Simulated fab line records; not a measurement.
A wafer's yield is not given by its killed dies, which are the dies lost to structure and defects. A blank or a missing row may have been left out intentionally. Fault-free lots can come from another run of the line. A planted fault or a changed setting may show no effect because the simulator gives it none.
Which tool did it? || flow nand_harc || Sampling: 6 lots, 18 wafers, 3 of 1302 route steps

## WHAT THE GAUGES SHOWED, per wafer
NHARC_A_ONON_D2_THK_MEAS_14: measures by ellipsometry.
{"lot": "L736", "measured": "day 13 14:08", "on": "film_metro-01", "thk_nm (nm)": "982 982 982"}
{"lot": "L738", "measured": "day 14 09:38", "on": "film_metro-02", "thk_nm (nm)": "1004 1003 1003"}
{"lot": "L741", "measured": "day 15 14:12", "on": "film_metro-01", "thk_nm (nm)": "984 986 984"}
{"lot": "L748", "measured": "day 18 21:16", "on": "film_metro-02", "thk_nm (nm)": "1596 1596 1595"}
{"lot": "L754", "measured": "day 21 06:01", "on": "film_metro-01", "thk_nm (nm)": "982 985 985"}
{"lot": "L757", "measured": "day 22 05:19", "on": "film_metro-02", "thk_nm (nm)": "997 998 997"}

## TOOL THAT RAN EACH LOT (tool first, then ch and the chambers of the sampled wafers, then the start)
{"lot": "L736", "NHARC_A_CHANNEL_FILL_D1_STRIP_29": "rie_diel-10 ch 0,3, day 13 13:00 or earlier", "NHARC_A_ONON_D2_DEP_12": "pecvd_onon-04 ch 0, day 13 13:37"}
{"lot": "L738", "NHARC_A_CHANNEL_FILL_D1_STRIP_29": "rie_diel-13 ch 0,1,2, day 14 08:31 or earlier", "NHARC_A_ONON_D2_DEP_12": "pecvd_onon-01 ch 0, day 14 09:08"}
{"lot": "L741", "NHARC_A_CHANNEL_FILL_D1_STRIP_29": "rie_diel-13 ch 1,3, day 13 18:36", "NHARC_A_ONON_D2_DEP_12": "pecvd_onon-04 ch 0, day 15 13:41"}
{"lot": "L748", "NHARC_A_CHANNEL_FILL_D1_STRIP_29": "rie_diel-10 ch 1,2,3, day 18 20:08 or earlier", "NHARC_A_ONON_D2_DEP_12": "pecvd_onon-04 ch 0, day 18 20:49"}
{"lot": "L754", "NHARC_A_CHANNEL_FILL_D1_STRIP_29": "rie_diel-10 ch 0,2,3, day 21 04:53 or earlier", "NHARC_A_ONON_D2_DEP_12": "pecvd_onon-01 ch 0, day 21 05:30"}
{"lot": "L757", "NHARC_A_CHANNEL_FILL_D1_STRIP_29": "rie_diel-10 ch 0,1,3, day 20 03:03", "NHARC_A_ONON_D2_DEP_12": "pecvd_onon-01 ch 0, day 22 04:52"}
- NHARC_A_CHANNEL_FILL_D1_STRIP_29: strips in O2, time 20 s.
- NHARC_A_ONON_D2_DEP_12: target thk 1000 nm.

## THE ANSWER, worked out from the rows above alone
Rule: the lots themselves supply what counts as usual. The widest of any qualifying gaps counts: lots, ordered by their means at a reading, are off when they make up no more than a third of the lots, leave a main group of 4 or more, and stand apart from it by 3 or more times the standard deviation of that group's means. If all means in a main group match to the digits the tables above print for the reading, that group is not used. A lot without any number at a reading at which 4 lots or more have one is off too. Where the step has rows for the other lots, those lots are counted as sound.
Off: L748, at NHARC_A_ONON_D2_THK_MEAS_14 (thk_nm). Mean 990 nm and standard deviation 8.5 in the main group.
A tool fits if, at a process step before that reading, it ran every lot that is off, and no sound lot after the first of them. Those tools and the gauges at NHARC_A_ONON_D2_THK_MEAS_14 are tried in the same way. NHARC_A_CHANNEL_FILL_D1_STRIP_29 gives no start for some lots, so the hours and the order of its lots are those of NHARC_A_ONON_D2_THK_MEAS_08. One fits: NHARC_A_ONON_D2_DEP_12 on pecvd_onon-04. Its last sound lot is L741 (day 15 13:41), its first lot that is off L748 (day 18 20:49): a fault that began between those two fits.

## WHAT THE SIMULATOR PUT IN
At NHARC_A_ONON_D2_DEP_12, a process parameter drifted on pecvd_onon-04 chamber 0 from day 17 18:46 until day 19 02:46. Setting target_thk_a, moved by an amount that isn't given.
Lots struck among those shown: L748. Same finding as the rule above.
